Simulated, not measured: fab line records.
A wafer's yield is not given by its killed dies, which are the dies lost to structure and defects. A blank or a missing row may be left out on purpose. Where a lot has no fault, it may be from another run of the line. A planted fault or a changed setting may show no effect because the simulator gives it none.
Chamber matching    flow nand-harc    NHARC_A_STAIRCASE_DEP_322 on pecvd-04: 3 sister chambers
The step deposits SiO2, target thk 7200 nm. 22 wafers are shown with their chamber, then 11 later ones without.

== EACH WAFER AND ITS CHAMBER ==
wafer   chamber  heater-power-w (W)
L074.1  1        724
L074.2  0        866
L074.4  2        514
L079.3  2        660
L079.5  2        537
L079.6  1        661
L081.3  1        798
L081.4  0        735
L081.5  1        671
L082.3  0        811
L082.4  2        545
L082.5  1        653
L082.1  2        572
L082.2  1        815
L082.6  0        737
L085.1  0        799
L085.3  1        807
L085.6  2        535
L086.2  2        588
L086.3  1        767
L086.4  0        730
L088.3  1        658

SIGNATURES (means of the wafers above)
reading         chamber 0  chamber 1  chamber 2  scatter within a chamber
heater-power-w  779.67     728.22     564.43     59.8
Rule: a wafer's distance from a chamber is the root of the sum, over the readings, of the square of ((its reading less the chamber's mean) divided by the reading's scatter). The wafer belongs to the nearest chamber; if the next one is less than 2 further off, it can't be placed. The scatter: take each reading less its chamber's mean, square it, sum over the shown wafers, divide by the number of wafers less the number of chambers, and take the root.

== WAFERS MISSING THEIR CHAMBER ==
wafer   heater-power-w (W)
L088.4  541
L088.6  667
L090.1  883
L090.2  779
L090.3  613
L095.3  750
L095.5  543
L095.6  731
L096.1  813
L096.3  811
L096.5  738

== EACH ONE'S CHAMBER ==
wafer   from the rows above           in truth
L088.4  2                             2
L088.6  can't be placed: 1 or 2 or 0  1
L090.1  can't be placed: 0 or 1       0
L090.2  can't be placed: 0 or 1       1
L090.3  can't be placed: 2 or 1 or 0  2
L095.3  can't be placed: 1 or 0       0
L095.5  2                             2
L095.6  can't be placed: 1 or 0       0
L096.1  can't be placed: 0 or 1       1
L096.3  can't be placed: 0 or 1       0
L096.5  can't be placed: 1 or 0       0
Placed correctly: 2 of 11. Can't be placed from these rows: 9 (the true chamber is among the candidates in 9). Placed wrongly: 0.
